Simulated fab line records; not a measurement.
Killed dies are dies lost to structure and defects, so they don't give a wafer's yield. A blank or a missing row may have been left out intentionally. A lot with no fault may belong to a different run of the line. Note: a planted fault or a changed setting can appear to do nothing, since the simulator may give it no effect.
Code-filled problem report in 8D (eight disciplines) form / flow n5_finfet / the parts of the form that need people (team, actions taken, sign-off) are left out

== 1. THE PROBLEM ==
Mean of spin_speed_rpm at N5_BEOL_M14_COAT_04: 1757.6 rpm over 2 wafers from 1 lot, against 1704.1 rpm (standard deviation 1.1) on wafers with no fault. Measured from the usual mean, that is +49 standard deviations.
The step: resist thk 800 nm.
First seen on wafer L472.3, day 13 19:40, on litho_track-04. The record has a number at this step for 32 wafers belonging to 11 lots. Rule for "out" (also "out of limits"): further than 4 standard deviations from the usual mean. All remaining wafers that have a number are taken as sound.

== 2. WHAT IT IS AND WHAT IT IS NOT ==
question=which readings at this step | is=spin_speed_rpm | is not=-
question=which lots | is=L472 | is not=L460, L461, L462, L464, L467, L474, L475, L478, L482, L483
question=which wafers of those lots | is=all that have a number | is not=-
question=read on which tools | is=litho_track-04 | is not=litho_track-01, litho_track-05
question=when | is=from day 13 19:40 | is not=up to then (15 sound wafers); but 15 sound wafers of L474, L475, L478, L482, L483 came after

== 3. SUSPECTS, AND WHAT RULES EACH OUT ==
Counting: any tool at a process step up to the reading is kept as a suspect provided that every lot that is out went through it and no sound lot did after the first of them.
- rie_diel-04 at N5_BEOL_M13_ETCH_38 (etches SiCN in CF4/N2, target depth 67.5 nm, time 71.9 s): ruled out as a lasting fault. After its first lot that is out, L472 (day 13 17:37), sound lots L482 ran on it.
- pvd_sputter-01 at N5_BEOL_M13_SPUTTER_45 (material Cu, target thk 80 nm, time 13.33 s): kept. It ran the lot that is out, L472 (day 13 18:23), and no sound lot after that; its last sound lot up to then is L461 (day 11 06:37).
- litho_track-04 at N5_BEOL_M14_COAT_04 (resist thk 800 nm): kept. It ran the lot that is out, L472 (day 13 19:40), and no sound lot after that; its last sound lot up to then is L467 (day 12 13:08). Its own spin_speed_rpm readings are out on those wafers.
What counting leaves: pvd_sputter-01 at N5_BEOL_M13_SPUTTER_45 and litho_track-04 at N5_BEOL_M14_COAT_04.

== 4. THE CAUSE (what the simulator had put in) ==
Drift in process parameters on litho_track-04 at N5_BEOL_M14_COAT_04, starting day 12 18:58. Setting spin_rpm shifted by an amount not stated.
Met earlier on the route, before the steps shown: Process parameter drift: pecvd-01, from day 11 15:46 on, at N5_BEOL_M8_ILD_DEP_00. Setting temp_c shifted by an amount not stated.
Counting left 2 suspects, and this tool is among them.

== 5. THE EFFECT CHAIN, in route order ==
One row per reading whose mean, taken over the struck wafers that have a number, lies over 3 standard deviations from the usual. Scope: only readings with a usual standard deviation given in the record; hours: median across lots of the time from each lot's start at the first step in this table that gives one to its start at this step; sigmas: change in usual standard deviations.
hours=0; step=N5_BEOL_M14_COAT_04; reading=spin_speed_rpm; usual=1704.1 rpm; on struck wafers=1757.6; change=+53.5; sigmas=+49
Its process steps:
- N5_BEOL_M14_COAT_04: resist thk 800 nm.

== 6. HOW IT WOULD HAVE BEEN CAUGHT EARLIER ==
The fault began at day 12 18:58; the first out-of-limits reading in this record came at day 13 19:40, 25 hours later.
